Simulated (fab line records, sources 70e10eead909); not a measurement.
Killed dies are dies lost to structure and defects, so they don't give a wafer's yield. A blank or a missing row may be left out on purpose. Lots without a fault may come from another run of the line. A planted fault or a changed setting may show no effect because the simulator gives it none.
fab line records | flow nand_harc
record lots=11 wafers=33 last_day=24
route steps=1159 shown A_CONTACT@910 END@1159
lots that met no fault: from a run of the same line without faults
start_h: hours from the record's first day to the start of the lot's first wafer shown | wait_h: hours since the lot's step before | " the same as in the row above | L1.1+2: a row that stands for several wafers | - no value, or no start given | * or withheld: withheld | < > ~ a bound
route shown NAME@n: a module of which the file shows steps, and the number in the route of the first | usual: mean/standard deviation of fault-free wafers | same: alike in all rows | chamber/n: place in a boat | sites: the reading at each site | _std_site: their standard deviation | _edge_site: outer sites' mean less inner sites' | radius_mm: how far each site lies from the wafer's centre | mask NAME#n: copy n | behind: the tool/chamber that last shaped the wafer | hold: why the lot was held/for how many hours/how that ended | device: the transistor (n, p or np) that didn't switch | end of line: the same wafers' tests at the end of the route | a step without rows: its recipe alone | killed: dies lost to structure and defects at the first sort, not the wafer's yield | map: a wafer's dies, x killed, . not, _ none there
set.NAME: the setting as run; set.NAME@STEP: as run at that earlier step | model.NAME: the simulator's own value behind a step, which no gauge read
steps of the route over a sample of lots; a table a step, a row a wafer
services: from which hour (start_h, from the record's first day; less than 0 if before it) a tool's chamber was out of use, for how many hours, and why
## steps
# step NHARC_A_CONTACT_ETCH_130
# recipe source_w=withheld pressure_mtorr=20 bias_v=1200 time_s=155 target_depth_a=9560 ar_flow_sccm=withheld c4f8_flow_sccm=withheld o2_flow_sccm=withheld chemistry=C4F8/O2/Ar
# usual chamber_pressure_mTorr=20.002/0.018 oes_air_line_au=0.999/0.019
# columns lot.wafer tool chamber start_h wait_h chamber_pressure_mTorr oes_air_line_au rf_hours_counter_h
L694.1 har_cap_etch-01 1 381.76 0.1 19.979 0.998 61
L694.3 " 1 " " 20.020 0.991 -
L694.4 " 0 " " 20.016 1.007 -
L695.3 har_cap_etch-01 0 383.42 0.1 20.020 1.008 -
L695.4 " 1 " " 20.008 1.028 -
L695.5 " 1 " " 20.041 1.028 -
L698.1 har_cap_etch-03 1 389.21 0.1 20.004 1.007 82
L698.3 " 0 " " 20.007 1.011 -
L698.6 " 1 " " 20.011 1.009 -
L699.1 har_cap_etch-02 0 412.74 0.1 20.013 1.000 16
L699.3 " 1 " " 20.003 1.022 -
L699.5 " 1 " " 19.977 0.983 -
L702.1 har_cap_etch-02 1 427.22 0.1 20.007 0.999 18
L702.2 " 0 " " 19.983 0.995 18
L702.4 " 1 " " 19.985 1.031 -
L704.3 har_cap_etch-02 0 437.76 0.1 20.023 0.967 -
L704.4 " 1 " " 19.965 1.007 -
L704.5 " 0 " " 19.983 0.983 -
L705.3 har_cap_etch-02 0 459.89 0.1 20.010 0.993 -
L705.4 " 1 " " 20.008 0.988 -
L705.5 " 0 " " 20.012 0.984 -
L710.2 har_cap_etch-01 0 478.60 0.1 20.009 0.991 80
L710.4 " 0 " " 20.021 0.994 -
L710.6 " 0 " " 19.998 0.989 -
L717.1 har_cap_etch-01 1 510.31 0.1 20.007 0.971 84
L717.2 " 0 " " 20.007 1.011 84
L717.5 " 1 " " 20.039 0.991 -
L716.3 har_cap_etch-03 1 513.09 0.1 19.999 0.994 -
L716.4 " 0 " " 19.998 1.025 -
L716.5 " 0 " " 20.022 1.012 -
L714.2 har_cap_etch-01 0 514.48 0.1 20.000 0.997 85
L714.4 " 0 " " 20.023 1.009 -
L714.6 " 1 " " 19.997 1.012 -
# step NHARC_A_CONTACT_ETCH_133
# recipe source_w=withheld pressure_mtorr=20 bias_v=400 time_s=195 target_depth_a=8400 ar_flow_sccm=withheld c4f8_flow_sccm=11.5 o2_flow_sccm=7.2 chemistry=C4F8/O2/Ar
# usual chamber_pressure_mTorr=20.000/0.017 oes_air_line_au=1.002/0.021
# columns lot.wafer tool chamber start_h wait_h chamber_pressure_mTorr oes_air_line_au rf_hours_counter_h
L694.1 har_cap_etch-01 1 382.18 0.1 20.001 0.993 61
L694.3 " 1 " " 20.033 0.981 -
L694.4 " 0 " " 20.011 1.015 -
L695.3 har_cap_etch-01 0 383.88 0.2 20.002 1.031 -
L695.4 " 1 " " 20.018 0.987 -
L695.5 " 1 " " 20.004 0.984 -
L698.1 har_cap_etch-03 1 389.64 0.1 20.002 0.983 83
L698.3 " 0 " " 19.995 0.997 -
L698.6 " 1 " " 19.993 0.984 -
L699.1 har_cap_etch-02 0 413.19 0.1 20.000 1.040 16
L699.3 " 1 " " 20.017 0.989 -
L699.5 " 1 " " 19.983 1.007 -
L702.1 har_cap_etch-02 1 427.64 0.1 20.021 1.035 19
L702.2 " 0 " " 19.997 1.005 19
L702.4 " 1 " " 19.987 1.020 -
L704.3 har_cap_etch-02 0 438.23 0.2 19.999 1.002 -
L704.4 " 1 " " 19.999 0.985 -
L704.5 " 0 " " 19.994 1.012 -
L705.3 har_cap_etch-02 0 460.36 0.2 20.030 1.022 -
L705.4 " 1 " " 19.976 1.005 -
L705.5 " 0 " " 20.003 1.012 -
L710.2 har_cap_etch-01 0 479.05 0.1 19.998 0.971 81
L710.4 " 0 " " 19.987 1.014 -
L710.6 " 0 " " 20.002 0.983 -
L717.1 har_cap_etch-01 1 510.73 0.1 19.996 0.960 84
L717.2 " 0 " " 19.978 0.966 84
L717.5 " 1 " " 19.966 1.003 -
L716.3 har_cap_etch-03 1 513.56 0.2 20.002 1.008 -
L716.4 " 0 " " 20.005 1.024 -
L716.5 " 0 " " 19.994 1.012 -
L714.2 har_cap_etch-01 0 514.94 0.1 19.991 1.003 86
L714.4 " 0 " " 20.055 1.036 -
L714.6 " 1 " " 19.964 0.998 -
# step NHARC_A_CONTACT_CD_MEAS_08
# recipe target_cd_nm=100 landing_energy_ev=500
# usual cd_nm=100.0/0.51
# columns lot.wafer tool chamber start_h wait_h cd_nm
L694.1 cd_sem-01 0 386.17 - 99.3
L694.3 " 0 " " 100.3
L694.4 " 0 " " 100.4
L695.3 cd_sem-01 0 388.44 - 99.5
L695.4 " 0 " " 100.0
L695.5 " 0 " " 100.0
L698.1 cd_sem-03 0 393.56 - 100.5
L698.3 " 0 " " 99.9
L698.6 " 0 " " 100.3
L699.1 cd_sem-03 0 417.86 - 102.1
L699.3 " 0 " " 99.9
L699.5 " 0 " " 100.5
L702.1 cd_sem-03 0 431.79 - 99.6
L702.2 " 0 " " 99.0
L702.4 " 0 " " 99.8
L704.3 cd_sem-03 0 442.28 - 99.1
L704.4 " 0 " " 99.2
L704.5 " 0 " " 99.5
L705.3 cd_sem-01 0 464.03 - 100.2
L705.4 " 0 " " 100.3
L705.5 " 0 " " 99.9
L710.2 cd_sem-03 0 484.13 - 99.0
L710.4 " 0 " " 100.1
L710.6 " 0 " " 100.1
L717.1 cd_sem-01 0 514.75 - 100.2
L717.2 " 0 " " 98.9
L717.5 " 0 " " 100.4
L716.3 cd_sem-03 0 518.83 - 99.1
L716.4 " 0 " " 100.2
L716.5 " 0 " " 100.8
L714.2 cd_sem-01 0 523.10 - 100.0
L714.4 " 0 " " 100.3
L714.6 " 0 " " 99.9
# step NHARC_A_CONTACT_DESCUM_13
# recipe time_s=3 o2_flow_sccm=200 ar_flow_sccm=0 bias_power_w=0 chemistry=O2
# usual chamber_pressure_mTorr=60.00/0.059 drypump_motor_current_A=5.7/0.45 oes_product_au=1.000/0.012 rf_vpp_V=57.7/0.88 showerhead_plenum_p_Torr=1.86/0.08 throttle_valve_pct=11.313/0.0082
# columns lot.wafer tool chamber start_h wait_h hold chamber_pressure_mTorr drypump_motor_current_A oes_product_au rf_hours_counter_h rf_vpp_V showerhead_plenum_p_Torr throttle_valve_pct
L694.3 rie_diel-05 3 386.36 0.1 - 59.98 5.7 0.992 10 60.1 1.99 11.310
L694.4 " 0 " " - 60.04 5.8 0.996 10 56.3 1.79 11.323
L694.1 " 1 " " - 60.03 5.2 0.992 9 57.5 1.79 11.321
L695.3 rie_diel-05 0 388.62 0.1 - 60.01 5.8 1.007 10 57.7 1.79 11.327
L695.4 " 1 " " - 60.04 5.2 0.987 10 56.8 1.79 11.316
L695.5 " 0 " " - 59.95 5.8 1.013 - 58.6 1.79 11.310
L698.3 rie_diel-02 2 393.75 0.1 - 60.00 5.4 1.005 19 58.1 1.99 11.312
L698.1 " 0 " " - 60.03 6.4 1.006 20 58.5 1.78 11.319
L698.6 " 2 " " - 59.96 5.4 1.014 - 58.1 1.99 11.314
L699.3 rie_diel-13 1 418.04 0.1 - 59.90 5.6 1.000 49 57.8 1.91 11.304
L699.1 " 0 " " - 60.05 5.1 1.007 48 57.7 1.81 11.317
L699.5 " 2 " " - 60.11 5.7 0.992 - 59.0 1.82 11.301
L702.4 rie_diel-05 2 431.98 0.1 - 60.04 6.6 0.987 17 57.2 1.81 11.316
L702.2 " 3 " " - 60.00 5.7 0.988 19 58.9 1.99 11.331
L702.1 " 1 " " - 60.08 5.2 0.993 17 55.8 1.79 11.316
L704.4 rie_diel-05 2 446.80 4.2 await_dispo/4.0h/release 60.03 6.6 0.994 20 59.1 1.81 11.315
L704.3 " 3 " " await_dispo/4.0h/release 59.94 5.7 0.993 22 58.4 1.99 11.304
L704.5 " 1 " " await_dispo/4.0h/release 59.94 5.2 0.994 - 56.9 1.79 11.316
L705.4 rie_diel-02 2 465.17 0.8 await_dispo/0.8h/release 60.04 5.4 1.018 45 58.1 1.98 11.323
L705.3 " 1 " " await_dispo/0.8h/release 59.94 5.9 0.998 47 56.8 1.89 11.315
L705.5 " 2 " " await_dispo/0.8h/release 60.03 5.4 1.015 - 56.9 1.98 11.300
L710.2 rie_diel-13 1 484.33 0.1 - 59.94 5.6 1.016 8 57.8 1.90 11.295
L710.4 " 2 " " - 60.05 5.7 0.998 9 56.4 1.82 11.321
L710.6 " 0 " " - 60.03 5.1 1.028 - 56.3 1.80 11.318
L717.1 rie_diel-05 3 514.94 0.1 - 60.04 5.7 0.982 36 58.1 1.98 11.318
L717.2 " 0 " " - 60.04 5.8 1.004 36 55.5 1.78 11.314
L717.5 " 3 " " - 60.03 5.6 0.979 - 58.4 1.98 11.317
L716.3 rie_diel-02 1 519.02 0.1 - 60.01 5.9 1.009 1 57.7 1.89 11.314
L716.5 " 0 " " - 59.96 6.4 1.003 - 57.0 2.08 11.299
L716.4 " 1 " " - 59.96 6.0 0.994 - 57.4 1.89 11.306
L714.4 rie_diel-13 0 523.29 0.1 - 59.97 5.1 1.002 23 56.9 1.80 11.309
L714.2 " 3 " " - 59.93 5.8 0.979 25 58.6 1.92 11.321
L714.6 " 1 " " - 59.94 5.6 1.009 - 58.1 1.90 11.325
# step NHARC_A_CONTACT_ETCH_134
# recipe source_w=withheld pressure_mtorr=20 bias_v=withheld time_s=140 target_depth_a=7000 ar_flow_sccm=withheld c4f8_flow_sccm=withheld o2_flow_sccm=withheld chemistry=C4F8/O2/Ar
# usual chamber_pressure_mTorr=19.999/0.018 oes_air_line_au=1.003/0.02
# columns lot.wafer tool chamber start_h wait_h chamber_pressure_mTorr oes_air_line_au rf_hours_counter_h
L694.1 har_cap_etch-02 1 387.38 - 20.011 0.975 12
L694.3 " 0 " " 19.970 0.998 -
L694.4 " 1 " " 19.996 1.006 -
L695.4 har_cap_etch-01 0 389.69 - 20.003 1.008 -
L695.3 " 1 " " 19.995 1.004 -
L695.5 " 1 " " 20.010 1.028 -
L698.1 har_cap_etch-01 1 394.78 - 19.994 0.971 65
L698.3 " 0 " " 19.975 1.011 -
L698.6 " 0 " " 20.028 1.003 -
L699.1 har_cap_etch-03 1 419.03 - 19.996 1.007 87
L699.3 " 1 " " 19.996 1.019 -
L699.5 " 0 " " 20.022 1.004 -
L702.1 har_cap_etch-02 0 432.98 - 19.990 1.015 19
L702.2 " 1 " " 20.014 1.015 19
L702.4 " 0 " " 19.985 1.002 -
L704.3 har_cap_etch-02 1 448.26 - 20.001 1.010 -
L704.4 " 0 " " 19.968 1.024 -
L704.5 " 0 " " 19.991 0.981 -
L705.3 har_cap_etch-03 1 466.29 - 19.962 0.959 -
L705.4 " 0 " " 20.007 1.059 -
L705.5 " 0 " " 20.045 1.027 -
L710.2 har_cap_etch-03 0 485.34 - 20.006 1.005 98
L710.4 " 0 " " 19.994 1.007 -
L710.6 " 1 " " 20.008 1.024 -
L717.2 har_cap_etch-03 0 515.97 - 20.012 1.050 102
L717.1 " 1 " " 20.009 1.001 102
L717.5 " 0 " " 19.979 1.012 -
L716.3 har_cap_etch-03 0 521.16 - 20.019 0.981 -
L716.4 " 1 " " 19.991 1.031 -
L716.5 " 1 " " 20.012 1.000 -
L714.2 har_cap_etch-03 1 524.37 - 20.005 0.957 104
L714.4 " 1 " " 19.990 0.993 -
L714.6 " 0 " " 19.993 1.010 -
# step NHARC_END_SORT_01
# recipe temp_c=25
# usual killed_at_array=27/11 killed_at_other=0.6/0.89 killed_at_periphery=3.0/2.4 killed_dies=31/12 killed_open=3.2/1.6 killed_short=2.0/1.5
# same gross_dies=677
# columns lot.wafer tool chamber start_h wait_h killed_at_array killed_at_other killed_at_periphery killed_dies killed_open killed_short
L704.3 prober-01 0 519.91 3.1 83 1 3 87 5 2
L704.4 prober-01 0 520.72 3.4 115 0 3 118 2 2
L704.5 prober-01 0 521.53 3.7 88 0 4 92 3 6
L705.3 prober-02 0 541.12 3.1 94 0 1 95 3 1
L705.4 prober-02 0 541.91 3.4 91 0 1 92 4 0
L705.5 prober-02 0 542.71 3.7 95 0 2 97 2 3
# killed by level:class
L704.3 A_CONTACT:unspecified=61 A_SGD_CUT:chamber_film_flake=7 A_CHANNEL_HOLE_D1:chamber_film_flake=6 A_STAIRCASE:chamber_film_flake=3 P_M0:geometric_particle:short=1 P_M2:geometric_particle:open=1 A_SOURCE_PLATE:geometric_particle:short=1 A_ONON_D1:geometric_particle:open=1
L704.4 A_CONTACT:unspecified=84 A_CHANNEL_HOLE_D1:chamber_film_flake=15 A_STAIRCASE:chamber_film_flake=5 A_SGD_CUT:chamber_film_flake=5 A_CONTACT:chamber_film_flake=4 P_CONTACT:geometric_particle:open=1 P_M0:geometric_particle:open=1 A_CONTACT:geometric_particle:short=1
L704.5 A_CONTACT:unspecified=72 A_CHANNEL_HOLE_D1:chamber_film_flake=4 A_ONON_D1:geometric_particle:short=2 A_WL_FILL:geometric_particle:short=2 A_STAIRCASE:chamber_film_flake=2 A_SGD_CUT:chamber_film_flake=2 P_STI:geometric_particle:short=1 P_M0:geometric_particle:short=1
L705.3 A_CONTACT:unspecified=79 A_CHANNEL_HOLE_D1:chamber_film_flake=7 A_STAIRCASE:chamber_film_flake=3 A_CONTACT:chamber_film_flake=2 P_STI:geometric_particle:short=1 A_CHANNEL_FILL_D1:geometric_particle:open=1 A_CONTACT:geometric_particle:open=1 A_M1:geometric_particle:open=1
L705.4 A_CONTACT:unspecified=81 A_CHANNEL_HOLE_D1:chamber_film_flake=6 A_CONTACT:geometric_particle:open=3 P_GATE:geometric_particle:open=1 A_STAIRCASE:chamber_film_flake=1
L705.5 A_CONTACT:unspecified=81 A_CHANNEL_HOLE_D1:chamber_film_flake=4 A_CONTACT:chamber_film_flake=3 A_ONON_D1:geometric_particle:open=2 A_STAIRCASE:chamber_film_flake=2 A_SLIT:chamber_film_flake=2 P_CONTACT:geometric_particle:short=1 P_M1:geometric_particle:short=1
## services
# columns tool chamber start_h hours kind
rie_diel-05 2 358.94 1.9 repair
rie_diel-05 0 374.22 - clean
rie_diel-05 1 374.22 - clean
rie_diel-05 2 374.22 - clean
rie_diel-05 3 374.22 - clean
rie_diel-02 - 392.47 0.8 repair
har_cap_etch-03 - 394.48 0.3 repair
har_cap_etch-01 - 396.31 0.3 repair
rie_diel-05 0 398.72 - clean
rie_diel-05 1 398.72 - clean
rie_diel-05 2 398.72 - clean
rie_diel-05 3 398.72 - clean
har_cap_etch-02 - 401.84 1.0 repair
rie_diel-13 1 404.80 1.4 repair
rie_diel-05 0 423.22 - clean
rie_diel-05 1 423.22 - clean
rie_diel-05 2 423.22 - clean
rie_diel-05 3 423.22 - clean
rie_diel-05 0 447.72 - clean
rie_diel-13 - 453.05 9.0 pm
rie_diel-02 - 504.89 9.0 pm
rie_diel-05 - 517.60 9.0 pm
rie_diel-02 3 518.70 3.7 repair
har_cap_etch-01 - 518.88 7.5 repair
## key
first_sign step=NHARC_END_SORT_01 reading=killed_at_array direction=up sigmas=6.1 usual=27 struck=94
effect step=NHARC_END_SORT_01 reading=killed_dies direction=up sigmas=5.7 usual=31 struck=97
more_kills_born_at NHARC_A_CONTACT_ETCH_130@har_cap_etch-02=458
met_at NHARC_A_CONTACT_ETCH_130
struck_lots L704,L705
tester_left_out L704,L705
not_acting_at NHARC_A_CONTACT_ETCH_133,NHARC_A_CONTACT_CD_MEAS_08,NHARC_A_CONTACT_ETCH_134
onset_between 427.22 437.76
fault kind=chamber_particle_source tool=har_cap_etch-02 chamber=- onset_h=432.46 steps=NHARC_A_CONTACT_ETCH_130 rate_per_visit_cm2=0.69192 end_h=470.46
# tester_left_out: of these lots the tester's yield and bins aren't shown, on N5 and GAA mostly nor the transistor test; their killed dies are dies lost to structure and defects alone, not to doping, threshold or leakage, so they don't give the yield
